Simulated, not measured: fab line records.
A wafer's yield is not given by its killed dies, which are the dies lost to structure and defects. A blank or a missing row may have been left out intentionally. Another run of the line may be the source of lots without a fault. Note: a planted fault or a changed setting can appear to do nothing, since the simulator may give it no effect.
One fault through the eyes of 2 desks | flow nand harc | each desk holds nothing but its own numbers, with what lay behind them at the end

## FOR THE TOOL OWNER'S DESK: rie diel-02
The tool's own readings at NHARC_A_CONTACT_ETCH_90 (etches the open film in CH3F/O2, target depth 40 nm, time 85.7 s): means of the sampled wafers that have a number, for each lot that ran on this tool. A lot is out of limits, marked OUT, if its mean lies more than 4 standard deviations from the usual mean; the brackets give that distance.
Columns: A = drypump motor current A at NHARC_A_CONTACT_ETCH_90, usual 5.8 A; B = oes product au at NHARC_A_CONTACT_ETCH_90, usual 0.934 a.u.; C = rf fwd power W at NHARC_A_CONTACT_ETCH_90, usual 496.2 W; D = rf vpp V at NHARC_A_CONTACT_ETCH_90, usual 243.4 V; E = run length s at NHARC_A_CONTACT_ETCH_90, usual 107.0 s; F = showerhead plenum p Torr at NHARC_A_CONTACT_ETCH_90, usual 2.40 Torr; G = throttle valve pct at NHARC_A_CONTACT_ETCH_90, usual 20.662 %
lot  | first seen here | A   | B     | C     | D     | E              | F    | G
L326 | day 22 05:17    | 5.9 | 0.947 | 497.0 | 243.2 | 106.9          | 2.40 | 20.665
L327 | day 23 00:49    | 5.9 | 0.920 | 496.8 | 243.8 | 106.4          | 2.41 | 20.664
L331 | day 24 06:54    | 5.8 | 0.998 | 496.8 | 242.8 | 107.4          | 2.30 | 20.664
L330 | day 25 09:22    | 5.7 | 0.926 | -     | 241.2 | 75.4 (-60) OUT | 2.30 | 20.655
L335 | day 25 22:47    | 5.8 | 0.928 | 497.4 | 241.9 | 96.7 (-19) OUT | 2.30 | 20.665
L344 | day 29 13:35    | 5.7 | 0.935 | 497.9 | 242.0 | 107.1          | 2.29 | 20.664
L348 | day 30 18:02    | 5.9 | 1.002 | 496.0 | 243.1 | 107.3          | 2.38 | 20.663
L346 | day 30 18:13    | 5.9 | 0.930 | 495.9 | 242.9 | 107.2          | 2.38 | 20.665
Finding of this desk: L330, L335 out of limits; the first was L330 at day 25 09:22, on run length s at NHARC_A_CONTACT_ETCH_90. L326, L327, L331, L344, L348, L346 stayed within limits.

## THE METROLOGY DESK
Means of the sampled wafers that have a number, per lot and without regard to the tool the lot ran on: this is what the gauges read. A lot is out of limits, marked OUT, if its mean lies more than 4 standard deviations from the usual mean; the brackets give that distance.
Columns: A = cd nm at NHARC_A_CONTACT_CD_MEAS_53, usual 289.5 nm
lot  | first seen here | A
L326 | day 22 05:32    | 289.3
L325 | day 22 05:53    | 289.0
L327 | day 23 01:04    | 289.3
L328 | day 23 15:20    | 290.0
L331 | day 24 07:08    | 289.0
L330 | day 25 09:32    | 288.8
L335 | day 25 23:01    | 288.9
L340 | day 27 12:16    | 290.1
L342 | day 28 00:29    | 289.8
L344 | day 29 13:48    | 289.9
L343 | day 29 21:50    | 290.2
L348 | day 30 18:14    | 289.8
L346 | day 30 18:28    | 290.6
This desk's verdict: no lot among the 13 shows anything out of limits.

## PUT TOGETHER
An alarm could have come from the tool owner's desk at day 25 09:22, on L330, L335.
Nothing out of limits was seen by the metrology desk.
The metrology desk holds a record of L330, L335, inside its limits.
NHARC_A_CONTACT_ETCH_90 was run on rie diel-02 by each of the lots named.

## WHAT THE SIMULATOR HAD INSERTED
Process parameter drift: rie diel-02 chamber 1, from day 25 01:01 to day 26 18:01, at NHARC_A_CONTACT_ETCH_90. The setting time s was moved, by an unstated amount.
Shown lots that were struck: L330, L335.
Delay in hours, fault start to first out-of-limits reading, by desk: the tool owner's desk at 8.
